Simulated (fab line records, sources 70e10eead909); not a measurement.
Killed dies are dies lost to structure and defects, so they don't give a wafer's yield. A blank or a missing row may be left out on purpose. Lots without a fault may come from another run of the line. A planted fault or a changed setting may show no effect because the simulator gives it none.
fab line records | flow nand_harc
record lots=6 wafers=18 last_day=33
route steps=1302 shown A_M0@1164 A_M1@1169 END@1302
lots that met no fault: from a run of the same line without faults
start_h: hours from the record's first day to the start of the lot's first wafer shown | wait_h: hours since the lot's step before | " the same as in the row above | L1.1+2: a row that stands for several wafers | - no value, or no start given | * or withheld: withheld | < > ~ a bound
route shown NAME@n: a module of which the file shows steps, and the number in the route of the first | usual: mean/standard deviation of fault-free wafers | same: alike in all rows | chamber/n: place in a boat | sites: the reading at each site | _std_site: their standard deviation | _edge_site: outer sites' mean less inner sites' | radius_mm: how far each site lies from the wafer's centre | mask NAME#n: copy n | behind: the tool/chamber that last shaped the wafer | hold: why the lot was held/for how many hours/how that ended | device: the transistor (n, p or np) that didn't switch | end of line: the same wafers' tests at the end of the route | a step without rows: its recipe alone | killed: dies lost to structure and defects at the first sort, not the wafer's yield | map: a wafer's dies, x killed, . not, _ none there
set.NAME: the setting as run; set.NAME@STEP: as run at that earlier step | model.NAME: the simulator's own value behind a step, which no gauge read
lots at some steps of the route; a table a step, a row a wafer
services: from which hour (start_h, from the record's first day; less than 0 if before it) a tool's chamber was out of use, for how many hours, and why
## steps
# step NHARC_A_M0_SRD_25
# step NHARC_A_M0_INSPECT_27
# usual raw_defect_count=540/130
# columns lot.wafer tool chamber start_h wait_h raw_defect_count
L692.1 defect_inspect-02 - 545.84 0.0 538
L692.3 " - " " 496
L692.6 " - " " 678
L691.1 defect_inspect-01 - 551.33 0.0 757
L691.3 " - " " 751
L691.5 " - " " 622
L699.1 defect_inspect-01 - 616.38 0.0 592
L699.2 " - " " 325
L699.3 " - " " 406
L702.1 defect_inspect-02 - 657.82 0.0 986
L702.3 " - " " 630
L702.4 " - " " 586
L703.2 defect_inspect-02 - 662.04 0.0 578
L703.3 " - " " 447
L703.5 " - " " 559
L711.1 defect_inspect-01 - 746.50 0.0 558
L711.5 " - " " 471
L711.6 " - " " 495
# step NHARC_A_M0_PRE_CLEAN_31
# recipe time_s=12 temp_c=370 rf_power_w=300 gas=NH3
# usual heater_power_w=601/67 susceptor_temp_C=370.00/0.2
# columns lot.wafer tool chamber start_h wait_h heater_power_w susceptor_temp_C
L692.1 pecvd-02 1 545.92 0.1 523 370.12
L692.3 " 2 " " 588 369.88
L692.6 " 1 " " 522 370.18
L691.1 pecvd-04 2 551.41 0.1 467 370.20
L691.3 " 0 " " 615 370.24
L691.5 " 2 " " 459 369.98
L699.2 pecvd-04 2 616.45 0.1 519 370.27
L699.3 " 0 " " 646 370.20
L699.1 " 1 " " 711 369.92
L702.3 pecvd-02 2 657.89 0.1 658 369.95
L702.1 " 1 " " 597 370.11
L702.4 " 0 " " 593 370.13
L703.2 pecvd-01 2 662.11 0.1 657 370.08
L703.3 " 1 " " 525 369.95
L703.5 " 0 " " 594 369.77
L711.1 pecvd-01 1 746.58 0.1 575 370.17
L711.6 " 0 " " 594 370.06
L711.5 " 2 " " 704 369.87
# step NHARC_A_M0_DEP_32
# recipe target_thk_a=300 temp_c=370 target_thk_nm=30 pressure_torr=3 flow_sccm=200 rf_w=450 material=SiCN
# usual heater_power_w=554/67 susceptor_temp_C=370.02/0.2
# columns lot.wafer tool chamber start_h wait_h heater_power_w susceptor_temp_C
L692.1 pecvd-02 1 546.03 0.1 511 370.11
L692.3 " 2 " " 634 369.66
L692.6 " 1 " " 509 369.93
L691.1 pecvd-04 2 551.52 0.1 477 369.76
L691.3 " 0 " " 649 369.93
L691.5 " 2 " " 486 370.22
L699.2 pecvd-04 2 616.53 0.1 418 370.32
L699.3 " 0 " " 532 369.60
L699.1 " 1 " " 702 370.25
L702.3 pecvd-02 2 657.97 0.1 517 370.06
L702.1 " 1 " " 537 369.89
L702.4 " 0 " " 478 369.90
L703.2 pecvd-01 2 662.19 0.1 590 369.88
L703.3 " 1 " " 457 370.29
L703.5 " 0 " " 556 369.84
L711.1 pecvd-01 1 746.69 0.1 453 370.10
L711.6 " 0 " " 543 370.29
L711.5 " 2 " " 581 369.79
# step NHARC_A_M1_DEP_00
# recipe target_thk_a=1825 target_thk_nm=182.5 temp_c=withheld pressure_torr=5 flow_sccm=200 rf_w=600 material=SiOC
# step NHARC_A_M1_DEHYDRATE_01
# recipe temp_c=150 time_s=120
# step NHARC_A_M1_HMDS_02
# recipe time_s=30
# step NHARC_A_M1_COAT_34
# recipe temp_c=200 time_s=65
# step NHARC_A_M1_COAT_03
# recipe spin_rpm=1500 resist_thk_nm=90
# step NHARC_A_M1_SOFTBAKE_04
# recipe temp_c=105 time_s=55
# step NHARC_A_M1_EBR_05
# step NHARC_A_M1_EXPOSE_06
# recipe na=1.35 target_cd_nm=120 dose_mj=75.13 mask_id=A_M1
# usual exposure_dose_mJ_cm2=75.05/0.088 stage_vel_mm_s=499.99/0.25
# columns lot.wafer tool chamber start_h wait_h mask exposure_dose_mJ_cm2 stage_vel_mm_s
L692.1 arfi_scanner-03 0 547.09 - A_M1#0 75.02 499.66
L692.3 " 0 " " A_M1#0 75.00 499.35
L692.6 " 0 " " A_M1#0 74.95 499.67
L691.1 arfi_scanner-01 0 552.46 - A_M1#0 75.08 499.66
L691.3 " 0 " " A_M1#0 74.99 499.79
L691.5 " 0 " " A_M1#0 75.05 499.69
L699.1 arfi_scanner-03 0 617.51 - A_M1#0 73.43 499.94
L699.2 " 0 " " A_M1#0 73.54 500.16
L699.3 " 0 " " A_M1#0 73.50 500.12
L702.1 arfi_scanner-03 0 659.06 - A_M1#0 73.91 500.23
L702.3 " 0 " " A_M1#0 73.86 500.02
L702.4 " 0 " " A_M1#0 73.80 500.58
L703.2 arfi_scanner-02 0 663.30 - A_M1#0 75.04 499.89
L703.3 " 0 " " A_M1#0 74.93 500.04
L703.5 " 0 " " A_M1#0 74.94 499.55
L711.1 arfi_scanner-02 0 747.63 - A_M1#0 75.12 500.15
L711.5 " 0 " " A_M1#0 75.15 499.83
L711.6 " 0 " " A_M1#0 75.14 500.21
# step NHARC_A_M1_PEB_07
# recipe peb_temp_c=100 peb_time_s=65
# step NHARC_A_M1_DEVELOP_08
# recipe develop_time_s=35 dev_temp_c=23
# step NHARC_A_M1_CD_MEAS_09
# recipe target_cd_nm=120 landing_energy_ev=500
# usual cd_nm=120.1/0.56
# columns lot.wafer tool chamber start_h wait_h cd_nm
L692.1 cd_sem-03 0 547.23 - 119.9
L692.3 " 0 " " 120.4
L692.6 " 0 " " 120.7
L691.1 cd_sem-03 0 552.60 - 119.0
L691.3 " 0 " " 119.5
L691.5 " 0 " " 120.0
L699.1 cd_sem-01 0 617.65 - 118.9
L699.2 " 0 " " 118.5
L699.3 " 0 " " 118.1
L702.1 cd_sem-02 0 659.20 - 120.6
L702.3 " 0 " " 119.5
L702.4 " 0 " " 118.9
L703.2 cd_sem-02 0 663.44 - 120.0
L703.3 " 0 " " 119.5
L703.5 " 0 " " 120.5
L711.1 cd_sem-02 0 747.77 - 120.1
L711.5 " 0 " " 120.2
L711.6 " 0 " " 120.5
# step NHARC_A_M1_OVL_MEAS_10
# recipe pitch_nm=240
# usual overlay_x_nm=-0.1/0.89 overlay_y_nm=0.2/0.66
# columns lot.wafer tool chamber start_h wait_h overlay_x_nm overlay_y_nm
L692.1 overlay-01 - 547.32 - 0.0 0.5
L692.3 " - " " -0.5 0.2
L692.6 " - " " -0.2 0.2
L691.1 overlay-02 - 552.68 - -0.4 0.5
L691.3 " - " " -0.8 0.6
L691.5 " - " " -0.8 1.1
L699.1 overlay-02 - 617.74 - -0.8 1.5
L699.2 " - " " -1.0 1.6
L699.3 " - " " -1.3 1.8
L702.1 overlay-02 - 659.29 - -0.2 -0.3
L702.3 " - " " 0.5 0.3
L702.4 " - " " 0.4 -0.1
L703.2 overlay-02 - 663.53 - -0.2 0.5
L703.3 " - " " -0.3 0.3
L703.5 " - " " 0.3 0.2
L711.1 overlay-01 - 747.86 - -0.5 -0.2
L711.5 " - " " -0.9 0.4
L711.6 " - " " -0.9 -0.1
# step NHARC_A_M1_INSPECT_11
# usual raw_defect_count=95/41
# columns lot.wafer tool chamber start_h wait_h raw_defect_count
L692.1 defect_inspect-02 - 547.36 0.0 113
L692.3 " - " " 118
L692.6 " - " " 132
L691.1 defect_inspect-02 - 552.72 0.0 161
L691.3 " - " " 149
L691.5 " - " " 123
L699.1 defect_inspect-02 - 617.77 0.0 78
L699.2 " - " " 81
L699.3 " - " " 45
L702.1 defect_inspect-01 - 659.32 0.0 111
L702.3 " - " " 110
L702.4 " - " " 140
L703.2 defect_inspect-01 - 663.56 0.0 87
L703.3 " - " " 100
L703.5 " - " " 103
L711.1 defect_inspect-01 - 747.89 0.0 92
L711.5 " - " " 94
L711.6 " - " " 88
# step NHARC_A_M1_DESCUM_14
# recipe time_s=3 o2_flow_sccm=200 ar_flow_sccm=0 bias_power_w=0 chemistry=O2
# usual chamber_pressure_mTorr=60.00/0.05 drypump_motor_current_A=5.8/0.44 oes_product_au=1.000/0.0067 rf_vpp_V=57.9/0.96 showerhead_plenum_p_Torr=1.92/0.085 throttle_valve_pct=11.311/0.0095
# same bias_power_w=0
# columns lot.wafer tool chamber start_h wait_h chamber_pressure_mTorr drypump_motor_current_A oes_product_au rf_hours_counter_h rf_vpp_V showerhead_plenum_p_Torr throttle_valve_pct model.A_M1.cd_nm
L692.3 rie_diel-11 3 547.43 0.1 60.00 5.1 1.004 2.4 59.7 1.93 11.308 119.8
L692.1 " 1 " " 59.99 6.2 1.003 3.1 57.7 1.78 11.307 119.8
L692.6 " 2 " " 60.02 5.6 0.992 - 57.5 2.06 11.317 120.3
L691.3 rie_diel-02 1 552.78 0.1 59.97 6.0 1.016 8.8 57.2 1.97 11.321 119.2
L691.1 " 0 " " 59.95 6.5 1.003 8.1 57.7 1.89 11.295 118.9
L691.5 " 1 " " 60.04 6.1 1.013 - 58.9 1.97 11.314 119.7
L699.1 rie_diel-04 2 617.83 0.1 60.06 6.0 1.000 6.0 58.0 1.78 11.320 118.5
L699.2 " 3 " " 60.05 5.6 1.001 5.2 58.2 1.91 11.309 118.7
L699.3 " 1 " " 60.06 5.5 0.998 6.2 58.3 2.04 11.300 117.9
L702.1 rie_diel-04 2 659.38 0.1 59.97 6.0 0.998 8.3 56.9 1.78 11.321 120.4
L702.3 " 0 " " 59.95 6.6 1.004 8.6 58.5 1.86 11.325 119.4
L702.4 " 1 " " 60.01 5.5 0.995 8.4 58.7 2.04 11.309 119.2
L703.2 rie_diel-11 0 663.62 0.1 60.02 5.8 0.992 1.1 57.4 1.92 11.312 120.2
L703.3 " 2 " " 60.05 5.6 0.990 1.1 59.2 2.06 11.318 119.4
L703.5 " 3 " " 60.01 5.1 0.989 - 59.0 1.93 11.321 120.5
L711.1 rie_diel-04 3 747.96 0.1 59.99 5.6 0.998 0.9 57.4 1.91 11.319 119.2
L711.5 " 3 " " 60.08 5.6 0.987 - 58.5 1.91 11.328 119.9
L711.6 " 0 " " 59.99 6.6 0.997 - 56.7 1.86 11.316 120.5
# step NHARC_A_M1_ETCH_35
# recipe target_depth_a=400 overetch_a=120 time_s=43.94 ion_energy_ev=200 n2_flow_sccm=150 h2_flow_sccm=150 ar_flow_sccm=0 rf_w=400 bias_w=150 chemistry=N2/H2
# usual chamber_pressure_mTorr=29.999/0.025 drypump_motor_current_A=5.9/0.44 n2_flow_sccm=150.0/0.48 oes_product_au=1.001/0.007 rf_vpp_V=430.9/2.7 showerhead_plenum_p_Torr=2.05/0.096 throttle_valve_pct=14.172/0.0089
# columns lot.wafer tool chamber start_h wait_h chamber_pressure_mTorr drypump_motor_current_A n2_flow_sccm oes_product_au rf_hours_counter_h rf_vpp_V showerhead_plenum_p_Torr throttle_valve_pct
L692.1 rie_diel-11 0 547.51 0.1 30.003 5.8 150.5 0.991 3.0 431.1 2.05 14.174
L692.3 " 3 " " 29.997 5.1 150.4 0.990 2.5 431.7 2.06 14.186
L692.6 " 0 " " 30.004 5.8 149.7 1.003 - 430.1 2.05 14.174
L691.1 rie_diel-02 2 552.87 0.1 29.998 5.5 149.9 1.009 8.6 430.9 2.05 14.162
L691.3 " 3 " " 30.018 5.9 150.3 1.019 8.9 432.6 2.14 14.162
L691.5 " 2 " " 30.013 5.5 150.2 1.009 - 430.9 2.05 14.174
L699.1 rie_diel-04 1 617.92 0.1 29.949 5.5 149.3 1.004 6.2 435.1 2.17 14.180
L699.3 " 2 " " 29.979 6.0 149.5 0.999 6.0 427.1 1.89 14.154
L699.2 " 3 " " 29.984 5.5 151.0 0.999 5.2 431.0 2.04 14.175
L702.3 rie_diel-04 0 659.47 0.1 30.022 6.7 149.8 0.998 8.6 427.0 1.98 14.161
L702.1 " 1 " " 30.004 5.5 150.1 0.999 8.4 433.2 2.17 14.163
L702.4 " 3 " " 29.988 5.6 149.7 0.998 7.6 431.8 2.04 14.177
L703.2 rie_diel-11 0 663.73 0.1 30.002 5.8 150.4 1.000 1.1 429.9 2.05 14.167
L703.3 " 2 " " 30.032 5.6 149.7 1.001 1.1 435.6 2.20 14.177
L703.5 " 0 " " 29.988 5.8 150.7 0.997 - 430.6 2.05 14.168
L711.1 rie_diel-04 1 748.05 0.1 30.030 5.5 149.4 0.992 1.2 433.7 2.17 14.186
L711.5 " 3 " " 30.011 5.6 150.4 0.990 - 429.8 2.04 14.153
L711.6 " 0 " " 29.961 6.6 149.7 0.990 - 430.0 1.98 14.172
# step NHARC_A_M1_ETCH_15
# recipe target_depth_a=1825 time_s=91.2 c4f8_flow_sccm=withheld ar_flow_sccm=400 rf_w=600 bias_w=300 chemistry=C4F8/Ar
# usual chamber_pressure_mTorr=24.999/0.023 oes_product_au=0.956/0.019 rf_vpp_V=441.2/2.8
# columns lot.wafer tool chamber start_h wait_h chamber_pressure_mTorr oes_product_au rf_hours_counter_h rf_vpp_V
L692.1 rie_diel-11 1 - - 24.984 0.973 3.1 437.3
L692.3 " 3 " " 25.002 0.966 2.5 442.4
L692.6 " 2 " " 24.965 0.951 - 446.3
L691.3 rie_diel-02 0 - - 24.994 0.945 8.2 439.7
L691.1 " 1 " " 24.960 0.928 8.8 442.2
L691.5 " 0 " " 25.018 0.951 - 440.1
L699.2 rie_diel-04 2 - - 25.032 0.956 6.0 436.9
L699.1 " 0 " " 25.035 0.977 6.3 439.3
L699.3 " 1 " " 24.991 0.973 6.2 445.0
L702.1 rie_diel-04 0 - - 25.015 0.928 8.6 438.4
L702.4 " 1 " " 24.994 0.911 8.4 444.2
L702.3 " 3 " " 25.009 0.916 7.6 440.8
L703.3 rie_diel-11 3 - - 24.979 0.950 1.1 440.5
L703.2 " 0 " " 24.997 0.956 1.1 441.4
L703.5 " 0 " " 24.946 0.946 - 441.3
L711.1 rie_diel-04 2 - - 25.005 0.977 1.3 437.8
L711.5 " 0 " " 24.996 0.949 - 438.9
L711.6 " 1 " " 25.014 0.967 - 446.0
# step NHARC_A_M1_CD_MEAS_16
# usual cd_nm=120.0/0.63
# columns lot.wafer tool chamber start_h wait_h cd_nm
L692.1 cd_sem-01 - 547.73 - 119.9
L692.3 " - " " 119.9
L692.6 " - " " 120.3
L691.1 cd_sem-03 - 553.09 - 118.9
L691.3 " - " " 119.2
L691.5 " - " " 120.0
L699.1 cd_sem-02 - 618.14 - 117.9
L699.2 " - " " 118.9
L699.3 " - " " 117.8
L702.1 cd_sem-03 - 659.69 - 120.0
L702.3 " - " " 119.4
L702.4 " - " " 118.9
L703.2 cd_sem-02 - 663.97 - 120.6
L703.3 " - " " 119.6
L703.5 " - " " 120.5
L711.1 cd_sem-02 - 748.26 - 119.2
L711.5 " - " " 119.9
L711.6 " - " " 120.7
# step NHARC_A_M1_STRIP_18
# recipe power_w=1000 n2_flow_sccm=150 h2_flow_sccm=150 ar_flow_sccm=0 bias_w=0 chemistry=N2/H2
# usual chamber_pressure_mTorr=29.997/0.027 drypump_motor_current_A=5.9/0.43 n2_flow_sccm=150.0/0.42 oes_product_au=0.999/0.0066 rf_vpp_V=90.7/0.99 showerhead_plenum_p_Torr=2.04/0.097 throttle_valve_pct=14.173/0.0097
# columns lot.wafer tool chamber start_h wait_h chamber_pressure_mTorr drypump_motor_current_A n2_flow_sccm oes_product_au rf_hours_counter_h rf_vpp_V showerhead_plenum_p_Torr throttle_valve_pct
L692.3 rie_diel-02 0 547.80 0.1 30.030 6.4 149.8 1.002 8.0 90.1 2.01 14.178
L692.1 " 3 " " 30.057 6.0 150.2 1.005 8.8 92.0 2.14 14.191
L692.6 " 1 " " 30.018 6.0 150.0 0.999 - 92.2 2.10 14.172
L691.1 rie_diel-02 2 553.16 0.1 29.974 5.5 150.2 1.001 8.7 91.4 2.05 14.150
L691.3 " 0 " " 29.962 6.5 149.0 0.999 8.2 88.9 2.01 14.161
L691.5 " 2 " " 29.969 5.5 150.1 0.986 - 91.3 2.05 14.168
L699.2 rie_diel-04 0 618.24 0.1 29.999 6.6 150.1 1.006 6.4 90.5 1.98 14.166
L699.1 " 1 " " 30.043 5.5 149.9 1.000 6.3 90.2 2.17 14.161
L699.3 " 2 " " 29.971 6.0 150.7 0.999 6.1 90.1 1.89 14.177
L702.3 rie_diel-11 0 659.79 0.1 29.987 5.7 150.4 0.997 0.5 89.7 2.05 14.179
L702.1 " 1 " " 29.975 6.3 149.8 1.002 0.5 90.5 1.89 14.171
L702.4 " 2 " " 30.001 5.6 150.5 1.001 0.6 91.2 2.20 14.158
L703.2 rie_diel-04 1 664.05 0.1 29.998 5.5 150.1 1.002 9.4 90.8 2.17 14.177
L703.3 " 0 " " 29.988 6.6 150.2 1.003 9.6 89.7 1.98 14.181
L703.5 " 2 " " 29.997 6.0 150.7 1.014 - 89.7 1.89 14.167
L711.1 rie_diel-11 1 748.35 0.1 30.019 6.3 150.2 0.987 1.7 90.5 1.89 14.184
L711.5 " 1 " " 29.950 6.3 149.6 0.995 - 89.6 1.89 14.190
L711.6 " 2 " " 29.979 5.6 150.5 0.999 - 92.4 2.20 14.157
# step NHARC_A_M1_ETCH_28
# recipe target_depth_a=300 over_etch_frac=0.3 time_s=72.99 ion_energy_ev=150 cf4_flow_sccm=50 n2_flow_sccm=100 ar_flow_sccm=150 rf_w=300 bias_w=100 chemistry=CF4/N2
# usual chamber_pressure_mTorr=30.002/0.028 drypump_motor_current_A=5.9/0.44 n2_flow_sccm=100.0/0.32 oes_product_au=1.001/0.0069 rf_vpp_V=314.3/2 showerhead_plenum_p_Torr=2.63/0.11 throttle_valve_pct=19.793/0.0085
# columns lot.wafer tool chamber start_h wait_h chamber_pressure_mTorr drypump_motor_current_A n2_flow_sccm oes_product_au rf_hours_counter_h rf_vpp_V showerhead_plenum_p_Torr throttle_valve_pct model.A_M1.cd_nm
L692.3 rie_diel-02 1 - - 30.008 6.0 100.4 1.021 8.7 314.4 2.70 19.806 120
L692.1 " 2 " " 30.010 5.5 99.8 1.004 8.5 314.8 2.63 19.806 119.7
L692.6 " 2 " " 30.008 5.5 100.0 1.012 - 315.8 2.63 19.769 120
L691.3 rie_diel-02 0 - - 29.978 6.5 100.0 1.003 8.2 312.5 2.59 19.794 119
L691.1 " 1 " " 30.038 6.0 100.4 1.017 8.9 315.3 2.70 19.796 118.9
L691.5 " 2 " " 30.012 5.5 100.2 1.010 - 315.4 2.63 19.797 119.4
L699.3 rie_diel-04 2 - - 29.970 6.0 100.0 1.011 6.1 312.0 2.45 19.776 117.8
L699.2 " 3 " " 29.979 5.6 100.0 0.992 5.3 313.5 2.62 19.791 119
L699.1 " 0 " " 30.034 6.6 99.8 1.009 6.4 313.6 2.56 19.796 117.6
L702.4 rie_diel-11 1 - - 29.997 6.3 100.2 1.004 0.5 309.5 2.45 19.788 118.5
L702.1 " 2 " " 29.982 5.6 100.1 0.997 0.6 318.0 2.81 19.789 119.9
L702.3 " 3 " " 29.979 5.1 99.9 0.997 0.6 314.9 2.65 19.787 119.1
L703.2 rie_diel-04 3 - - 29.986 5.6 99.8 0.994 8.2 312.9 2.62 19.801 120.5
L703.3 " 0 " " 30.016 6.7 99.9 0.999 9.6 312.3 2.56 19.777 119.8
L703.5 " 3 " " 30.026 5.6 99.7 0.996 - 312.7 2.62 19.791 119.8
L711.1 rie_diel-11 3 - - 29.996 5.1 99.7 0.996 2.8 315.4 2.65 19.795 119.5
L711.6 " 0 " " 30.016 5.8 99.8 1.001 - 314.4 2.64 19.795 120.8
L711.5 " 1 " " 30.021 6.3 100.1 0.997 - 310.8 2.45 19.778 119.8
# step NHARC_A_M1_STRIP_19
# recipe time_s=600 temp_c=30 chemistry=post_etch_residue_remover
# step NHARC_END_SORT_01
# recipe temp_c=25
# usual defect_limited_yield=90/3.3 killed_at_array=61/22 killed_at_other=0.8/1 killed_at_periphery=3.8/2.3 killed_dies=66/22 killed_open=3.2/1.9 killed_short=2.8/1.8
# same gross_dies=677
# columns lot.wafer tool chamber start_h wait_h defect_limited_yield[%] killed_at_array killed_at_other killed_at_periphery killed_dies killed_open killed_short
L702.1 prober-02 0 696.44 2.5 87 86 2 3 91 7 4
L702.3 prober-02 0 697.99 3.1 90 66 1 4 71 4 2
L702.4 prober-02 0 698.76 3.3 86 88 1 5 94 4 3
# killed by level:class
L702.1 A_SLIT:chamber_film_flake=35 A_CHANNEL_HOLE_D1:chamber_film_flake=32 A_CONTACT:chamber_film_flake=6 A_STAIRCASE:chamber_film_flake=2 A_M0:chamber_film_flake=2 P_CONTACT:geometric_particle:open=1 P_M1:geometric_particle:open=1 A_SOURCE_PLATE:geometric_particle:short=1
L702.3 A_CHANNEL_HOLE_D1:chamber_film_flake=30 A_SLIT:chamber_film_flake=21 A_WL_FILL:chamber_film_flake=3 A_CONTACT:chamber_film_flake=3 P_GATE:chamber_film_flake=2 A_STAIRCASE:chamber_film_flake=2 P_GATE:geometric_particle:open=1 P_CONTACT:geometric_particle:open=1
L702.4 A_SLIT:chamber_film_flake=38 A_CHANNEL_HOLE_D1:chamber_film_flake=35 A_CONTACT:chamber_film_flake=4 A_WL_FILL:chamber_film_flake=3 P_GATE:geometric_particle:open=1 P_CONTACT:geometric_particle:short=1 A_ONON_D1:geometric_particle:short=1 A_CHANNEL_HOLE_D1:geometric_particle:short=1
## services
# columns tool chamber start_h hours kind
rie_diel-04 - 532.09 9.0 pm
rie_diel-04 3 555.34 19.8 repair
rie_diel-11 2 557.46 1.3 repair
rie_diel-02 - 570.70 9.0 pm
rie_diel-02 0 588.03 3.9 repair
pecvd-02 - 589.29 13.0 pm
rie_diel-02 - 590.83 1.0 repair
rie_diel-02 3 591.91 4.1 repair
pecvd-04 2 598.35 15.3 repair
pecvd-04 0 599.22 4.9 repair
rie_diel-11 - 609.50 9.0 pm
rie_diel-04 3 609.63 6.4 repair
rie_diel-02 3 614.51 9.3 repair
pecvd-04 - 660.05 0.6 repair
rie_diel-11 1 660.08 14.9 repair
pecvd-04 - 671.23 13.0 pm
rie_diel-04 1 672.57 6.3 repair
rie_diel-11 3 681.84 4.4 repair
rie_diel-04 1 702.34 10.6 repair
rie_diel-11 1 703.01 3.9 repair
rie_diel-02 3 707.79 6.7 repair
rie_diel-04 - 709.09 9.0 pm
rie_diel-02 2 734.02 4.8 repair
rie_diel-02 - 747.75 9.0 pm
## key
first_sign step=NHARC_A_M1_EXPOSE_06 reading=exposure_dose_mJ_cm2 direction=down sigmas=16 usual=75.05 struck=73.67
effect step=NHARC_A_M1_CD_MEAS_09 reading=cd_nm direction=down sigmas=1.7 usual=120.1 struck=119.1 wafers_moved=3 through=control_loop
effect step=NHARC_A_M1_CD_MEAS_16 reading=cd_nm direction=down sigmas=1.9 usual=120.0 struck=118.8 through=control_loop
model_effect step=NHARC_A_M1_DESCUM_14 value=A_M1.cd_nm without=120.1 struck=119
model_effect step=NHARC_A_M1_ETCH_28 value=A_M1.cd_nm without=119.8 struck=118.6
met_at NHARC_A_M1_EXPOSE_06
struck_wafers L699.1,L699.2,L699.3,L702.1,L702.3,L702.4
loop_trim step=NHARC_A_M1_EXPOSE_06 setting=dose lots=L702
onset_between 547.09 617.51
fault kind=process_parameter_drift tool=arfi_scanner-03 chamber=- onset_h=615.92 steps=NHARC_A_M1_EXPOSE_06 channel=dose_mj offset=-1.5576 shape=step acts_in=these_recipes_only stated=75.13
# loop_trim: a control loop set the setting to another value than it would have without faults
